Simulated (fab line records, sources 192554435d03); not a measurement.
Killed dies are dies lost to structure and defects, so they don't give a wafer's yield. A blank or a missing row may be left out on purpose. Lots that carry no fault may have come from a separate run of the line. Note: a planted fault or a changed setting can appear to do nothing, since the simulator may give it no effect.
Matching of chambers :: flow n5_finfet :: N5_HKMG_FIN_ETCH_31 on rie_diel-04 has 4 sister chambers
The step etches SiARC in CF4, target depth 45.5 nm, time 75.8 s. 8 wafers are shown with their chamber, then 7 later ones without.

## WAFERS, EACH WITH ITS CHAMBER
wafer: L079.5
chamber: 1
drypump_motor_current_A (A): 5.92
showerhead_plenum_p_Torr (Torr): 2.09

wafer: L085.3
chamber: 1
drypump_motor_current_A (A): 5.94
showerhead_plenum_p_Torr (Torr): 2.08

wafer: L086.4
chamber: 3
drypump_motor_current_A (A): 5.26
showerhead_plenum_p_Torr (Torr): 2.21

wafer: L090.1
chamber: 3
drypump_motor_current_A (A): 5.24
showerhead_plenum_p_Torr (Torr): 2.21

wafer: L090.2
chamber: 0
drypump_motor_current_A (A): 5.87
showerhead_plenum_p_Torr (Torr): 2.10

wafer: L090.3
chamber: 2
drypump_motor_current_A (A): 5.40
showerhead_plenum_p_Torr (Torr): 2.20

wafer: L090.4
chamber: 0
drypump_motor_current_A (A): 5.87
showerhead_plenum_p_Torr (Torr): 2.10

wafer: L090.5
chamber: 2
drypump_motor_current_A (A): 5.45
showerhead_plenum_p_Torr (Torr): 2.20

## WAFERS WHOSE CHAMBER IS MISSING
wafer: L090.6
drypump_motor_current_A (A): 5.23
showerhead_plenum_p_Torr (Torr): 2.21

wafer: L091.3
drypump_motor_current_A (A): 5.88
showerhead_plenum_p_Torr (Torr): 2.08

wafer: L091.4
drypump_motor_current_A (A): 5.23
showerhead_plenum_p_Torr (Torr): 2.21

wafer: L091.5
drypump_motor_current_A (A): 5.24
showerhead_plenum_p_Torr (Torr): 2.21

wafer: L094.2
drypump_motor_current_A (A): 5.95
showerhead_plenum_p_Torr (Torr): 2.08

wafer: L094.3
drypump_motor_current_A (A): 5.82
showerhead_plenum_p_Torr (Torr): 2.10

wafer: L094.4
drypump_motor_current_A (A): 5.22
showerhead_plenum_p_Torr (Torr): 2.20

## WHICH CHAMBER EACH WENT THROUGH
wafer: L090.6
from the rows above: 3
in truth: 3

wafer: L091.3
from the rows above: 1
in truth: 1

wafer: L091.4
from the rows above: 3
in truth: 3

wafer: L091.5
from the rows above: 3
in truth: 3

wafer: L094.2
from the rows above: 1
in truth: 1

wafer: L094.3
from the rows above: 0
in truth: 0

wafer: L094.4
from the rows above: 3
in truth: 3
Correct placement for 7 of the 7. Number that these rows cannot place: 0. Number placed wrongly: 0.
How it was worked out, from the rows above alone: a wafer's distance from a chamber is the root of the sum, over the readings, of the square of ((its reading less the chamber's mean) divided by the reading's scatter). If the next closest chamber is less than 2 further off than the closest, the wafer can't be placed; otherwise it belongs to the closest. Each chamber's mean is taken over the wafers shown for it. The scatter: the root of (the sum of the squares of (reading less its chamber's mean) over the shown wafers, divided by (wafers less chambers)).
